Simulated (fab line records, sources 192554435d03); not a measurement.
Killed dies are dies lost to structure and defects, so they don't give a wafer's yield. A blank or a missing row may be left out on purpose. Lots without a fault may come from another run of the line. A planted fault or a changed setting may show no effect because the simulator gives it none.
fab line records | flow n5_finfet
record lots=7 wafers=19 last_day=18
route steps=1938 shown BEOL_M5@1172
lots that met no fault: from a run of the same line without faults
start_h: hours from the record's first day to the start of the lot's first wafer shown | wait_h: hours since the lot's step before | " the same as in the row above | L1.1+2: a row that stands for several wafers | - no value, or no start given | * or withheld: withheld | < > ~ a bound
route shown NAME@n: a module of which the file shows steps, and the number in the route of the first | usual: mean/standard deviation of fault-free wafers | same: alike in all rows | chamber/n: place in a boat | sites: the reading at each site | _std_site: their standard deviation | _edge_site: outer sites' mean less inner sites' | radius_mm: how far each site lies from the wafer's centre | mask NAME#n: copy n | behind: the tool/chamber that last shaped the wafer | hold: why the lot was held/for how many hours/how that ended | device: the transistor (n, p or np) that didn't switch | end of line: the same wafers' tests at the end of the route | a step without rows: its recipe alone | killed: dies lost to structure and defects at the first sort, not the wafer's yield | map: a wafer's dies, x killed, . not, _ none there
set.NAME: the setting as run; set.NAME@STEP: as run at that earlier step | model.NAME: the simulator's own value behind a step, which no gauge read
lots at some steps of the route; a table a step, a row a wafer
services: from which hour (start_h, from the record's first day; less than 0 if before it) a tool's chamber was out of use, for how many hours, and why
## steps
# step N5_BEOL_M5_ALD_86
# recipe material=TaN target_thk_a=* temp_c=275 ald_precursor_family=PDMAT ald_co_reactant=NH3 pressure_torr=3 carrier_flow_sccm=1500 pulse_time_s=2 purge_time_s=3 co_reactant_purge_time_s=2 co_reactant_pulse_time_s=3 ald_cycles=30 precursor_vessel_temp_c=75 precursor_vessel_pressure_torr=26.25 precursor_vessel_carrier_sccm=1000
# usual heater_power_outer_w=222/24 heater_power_w=402/36 precursor_vessel_carrier_sccm=1000/3.1
# columns lot.wafer tool chamber start_h wait_h heater_power_outer_w heater_power_w precursor_vessel_carrier_sccm
L147.2 ald_metal-01 0 240.76 0.1 237 414 994
L147.3 " 1 " " 207 364 1002
L147.4 " 2 " " 183 357 1002
L149.1 ald_metal-02 1 263.09 0.1 216 374 1004
L149.4 " 2 " " 240 436 998
L149.6 " 2 " " 245 438 996
L151.2 ald_metal-01 3 267.88 0.0 187 374 997
L151.3 " 1 " " 217 363 997
L151.4 " 0 " " 234 419 1001
L150.2 ald_metal-01 3 274.36 0.0 192 365 1003
L150.3 " 0 " " 239 412 997
L152.2 ald_metal-03 2 285.03 0.0 232 400 998
L152.4 " 1 " " 225 409 999
L154.1 ald_metal-03 2 297.83 0.0 228 396 1000
L154.2 " 0 " " 207 367 1002
L154.5 " 3 " " 238 406 996
L159.4 ald_metal-01 1 327.87 0.0 215 361 996
L159.5 " 3 " " 191 370 1001
L159.6 " 0 " " 241 413 1001
# step N5_BEOL_M5_SURFACE_TREAT_87
# recipe gas=Ar time_s=* ion_energy_ev=* ion_current_ma_cm2=0.5 pressure_mtorr=* ar_flow_sccm=30
# usual throttle_valve_pct=*
# columns lot.wafer tool chamber start_h wait_h throttle_valve_pct
L147.2 pvd_sputter-02 - 241.00 0.1 *
L147.3 " - " " *
L147.4 " - " " *
L149.1 pvd_sputter-02 - 263.41 0.2 *
L149.4 " - " " *
L149.6 " - " " *
L151.2 pvd_sputter-03 - 268.18 0.2 *
L151.3 " - " " *
L151.4 " - " " *
L150.2 pvd_sputter-03 - 274.78 0.3 *
L150.3 " - " " *
L152.2 pvd_sputter-01 - 285.31 0.2 *
L152.4 " - " " *
L154.1 pvd_sputter-01 - 298.06 0.1 *
L154.2 " - " " *
L154.5 " - " " *
L159.4 pvd_sputter-01 - 328.25 0.3 *
L159.5 " - " " *
L159.6 " - " " *
# step N5_BEOL_M5_CVD_47
# recipe material=Co target_thk_a=30 temp_c=withheld precursor=CCTBA/H2 pressure_torr=30 time_s=216
# step N5_BEOL_M5_SPUTTER_48
# recipe material=Cu target_thk_a=150 temp_c=-20 chamber_pressure_pa=0.07 power_w=withheld time_s=27.62
# step N5_BEOL_M5_ANNEAL_49
# recipe temp_c=400 time_s=1800 ambient=vacuum
# step N5_BEOL_M5_SPUTTER_81
# recipe material=Cu target_thk_a=150 temp_c=-20 chamber_pressure_pa=0.07 power_w=withheld time_s=27.62
# usual chuck_gas_flow_sccm=1.26/0.049 throttle_valve_pct=30.3/1.3
# columns lot.wafer tool chamber start_h wait_h chuck_gas_flow_sccm throttle_valve_pct
L147.2 pvd_sputter-02 - 242.37 0.5 1.18 30.9
L147.3 " - " " 1.29 28.9
L147.4 " - " " 1.29 30.8
L149.1 pvd_sputter-02 - 264.72 0.5 1.28 31.0
L149.4 " - " " 1.30 30.2
L149.6 " - " " 1.25 30.7
L151.2 pvd_sputter-02 - 269.53 0.5 1.33 30.8
L151.3 " - " " 1.22 30.6
L151.4 " - " " 1.34 28.8
L150.2 pvd_sputter-02 - 276.11 0.5 1.21 29.1
L150.3 " - " " 1.31 31.0
L152.2 pvd_sputter-01 - 286.63 0.5 1.22 31.7
L152.4 " - " " 1.26 30.3
L154.1 pvd_sputter-01 - 301.11 0.5 1.18 28.4
L154.2 " - " " 1.28 31.4
L154.5 " - " " 1.28 31.4
L159.4 pvd_sputter-01 - 330.09 0.5 1.31 30.2
L159.5 " - " " 1.22 30.1
L159.6 " - " " 1.21 28.7
# step N5_BEOL_M5_ANNEAL_82
# recipe temp_c=400 time_s=1800 ambient=vacuum
# step N5_BEOL_M5_SPUTTER_83
# recipe material=Cu target_thk_a=150 temp_c=-20 chamber_pressure_pa=0.07 power_w=withheld time_s=27.62
# step N5_BEOL_M5_ANNEAL_84
# recipe temp_c=400 time_s=1800 ambient=vacuum
# step N5_BEOL_M5_SPUTTER_88
# recipe material=Cu target_thk_a=150 temp_c=-20 chamber_pressure_pa=0.07 power_w=withheld time_s=27.62
# step N5_BEOL_M5_ANNEAL_89
# recipe temp_c=400 time_s=1800 ambient=vacuum
# usual heater_power_w=821/100
# columns lot.wafer tool chamber start_h wait_h heater_power_w
L147.2 pvd_sputter-02 - 244.63 0.0 1073
L147.3 " - " " 748
L147.4 " - " " 742
L149.1 pvd_sputter-02 - 266.97 0.0 725
L149.4 " - " " 791
L149.6 " - " " 718
L151.2 pvd_sputter-02 - 271.78 0.0 743
L151.3 " - " " 1060
L151.4 " - " " 753
L150.2 pvd_sputter-02 - 278.37 0.0 755
L150.3 " - " " 706
L152.2 pvd_sputter-01 - 288.89 0.0 932
L152.4 " - " " 825
L154.1 pvd_sputter-01 - 303.36 0.0 761
L154.2 " - " " 940
L154.5 " - " " 923
L159.4 pvd_sputter-01 - 332.34 0.0 781
L159.5 " - " " 792
L159.6 " - " " 738
# step N5_BEOL_M5_SPUTTER_90
# recipe material=Cu target_thk_a=45 temp_c=-20 chamber_pressure_pa=0.07 power_w=withheld time_s=8.29
# usual chuck_gas_flow_sccm=1.27/0.056 throttle_valve_pct=30.4/1.3
# columns lot.wafer tool chamber start_h wait_h chuck_gas_flow_sccm throttle_valve_pct
L147.2 pvd_sputter-02 - 245.63 0.5 1.31 30.6
L147.3 " - " " 1.27 29.2
L147.4 " - " " 1.24 31.2
L149.1 pvd_sputter-02 - 267.98 0.5 1.08 30.9
L149.4 " - " " 1.29 30.1
L149.6 " - " " 1.19 30.9
L151.2 pvd_sputter-02 - 272.79 0.5 1.22 30.7
L151.3 " - " " 1.18 30.8
L151.4 " - " " 1.26 29.0
L150.2 pvd_sputter-02 - 279.37 0.5 1.31 29.2
L150.3 " - " " 1.23 30.9
L152.2 pvd_sputter-01 - 289.89 0.5 1.26 31.1
L152.4 " - " " 1.43 30.1
L154.1 pvd_sputter-01 - 304.37 0.5 1.35 28.4
L154.2 " - " " 1.30 31.2
L154.5 " - " " 1.25 31.4
L159.4 pvd_sputter-01 - 333.35 0.5 1.23 30.2
L159.5 " - " " 1.29 30.1
L159.6 " - " " 1.22 28.5
# step N5_BEOL_M5_ECD_50
# recipe material=Cu target_thk_a=3000
# columns lot.wafer tool chamber start_h wait_h model.Cu_of_BEOL_M5_ECD_50.thk_nm
L147.2 ecd_cu-01 0 245.75 0.1 302.2
L147.3 " 0 " " 297.8
L147.4 " 1 " " 300.4
L149.1 ecd_cu-02 0 268.10 0.1 302.2
L149.4 " 1 " " 301.8
L149.6 " 0 " " 299.2
L151.2 ecd_cu-02 1 272.90 0.1 397.2
L151.3 " 1 " " 402
L151.4 " 0 " " 298.8
L150.2 ecd_cu-02 0 279.49 0.1 396.6
L150.3 " 0 " " 402
L152.2 ecd_cu-02 0 290.01 0.1 399
L152.4 " 1 " " 298.8
L154.1 ecd_cu-01 1 304.49 0.1 300.8
L154.2 " 0 " " 304
L154.5 " 0 " " 300.4
L159.4 ecd_cu-01 0 333.48 0.1 298.8
L159.5 " 0 " " 299
L159.6 " 1 " " 299.6
# step N5_BEOL_M5_ANNEAL_51
# recipe temp_c=225 time_s=90 ambient=N2
# step N5_BEOL_M5_CMP_52
# recipe stop_on=SiCOH_lowk t_overpolish_s=6.9 down_force_psi=1 platen_rpm=50 clearing_platen_down_force_psi=1.5 clearing_platen_rpm=50 post_cmp_clean=cu_alkaline target_thk_nm=62 clearing_platen_pad_velocity_m_s=0.99484 pad_velocity_m_s=0.99484
# usual motor_current_A=5.9/0.55 time_to_endpoint_s=63/3.7
# columns lot.wafer tool chamber start_h wait_h motor_current_A time_to_endpoint_s
L147.3 cmp-01 2 246.19 0.2 5.6 58
L147.4 " 3 " " 5.3 60
L147.2 " 0 " " 6.0 62
L149.1 cmp-03 2 268.61 0.3 4.6 70
L149.4 " 1 " " 6.0 67
L149.6 " 3 " " 5.9 62
L151.4 cmp-03 2 273.29 0.1 5.0 64
L151.3 " 0 " " 6.3 82
L151.2 " 1 " " 5.8 81
L150.2 cmp-04 1 279.89 0.2 5.8 86
L150.3 " 2 " " 5.3 91
L152.4 cmp-03 0 290.44 0.2 6.2 60
L152.2 " 1 " " 5.8 83
L154.2 cmp-04 0 304.93 0.2 6.9 58
L154.1 " 1 " " 5.5 64
L154.5 " 0 " " 6.9 60
L159.4 cmp-01 0 333.88 0.2 5.4 62
L159.6 " 3 " " 5.3 63
L159.5 " 0 " " 6.0 61
# step N5_BEOL_M5_THK_MEAS_53
# recipe thk_meas_gauge=xrf reads=Cu_of_BEOL_M5_ECD_50
# usual M5_THK=60.8/1.4
# columns lot.wafer tool chamber start_h wait_h M5_THK[nm]
L147.2 film_metro-02 - 246.44 - 61.8
L147.3 " - " " 57.6
L147.4 " - " " 61.8
L149.1 film_metro-02 - 268.91 - 61.5
L149.4 " - " " 64.5
L149.6 " - " " 60.7
L151.2 film_metro-01 - 273.58 - 58.0
L151.3 " - " " 60.2
L151.4 " - " " 60.9
L150.2 film_metro-02 - 280.18 - 60.3
L150.3 " - " " 62.9
L152.2 film_metro-01 - 290.71 0.2 60.7
L152.4 " - " " 59.6
L154.1 film_metro-02 - 305.19 - 61.0
L154.2 " - " " 59.2
L154.5 " - " " 60.7
L159.4 film_metro-01 - 334.14 - 59.4
L159.5 " - " " 59.3
L159.6 " - " " 59.4
## services
# columns tool chamber start_h hours kind
cmp-01 - 234.04 3.7 pm
ald_metal-03 2 235.99 3.8 repair
cmp-04 - 236.65 5.7 pm
ecd_cu-01 - 265.64 1.3 repair
ald_metal-03 - 272.48 2.8 pm
cmp-03 - 274.80 4.0 pm
cmp-04 - 275.29 2.0 repair
cmp-03 - 278.80 - consumable_replace:conditioner
cmp-03 - 278.80 - consumable_replace:pad
cmp-01 - 288.82 1.2 repair
cmp-03 - 298.26 0.7 repair
cmp-01 - 310.90 4.0 pm
cmp-01 - 314.90 - consumable_replace:conditioner
cmp-01 - 314.90 - consumable_replace:pad
pvd_sputter-03 - 332.92 11.1 repair
ald_metal-01 3 333.69 2.0 repair
## key
first_sign step=N5_BEOL_M5_CMP_52 reading=time_to_endpoint_s direction=up sigmas=5.8 usual=* struck=*
effect none on later readings
model_effect step=N5_BEOL_M5_ECD_50 value=Cu_of_BEOL_M5_ECD_50.thk_nm without=297 struck=399.4
met_at N5_BEOL_M5_ECD_50
struck_wafers L150.2,L150.3,L151.2,L151.3,L152.2
onset_between 268.10 272.90
fault kind=process_parameter_drift tool=ecd_cu-02 chamber=- onset_h=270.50 steps=N5_BEOL_M5_ECD_50 channel=target_thk_a offset=* shape=step end_h=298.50 scope=struck_wafers_only acts_in=* stated=*
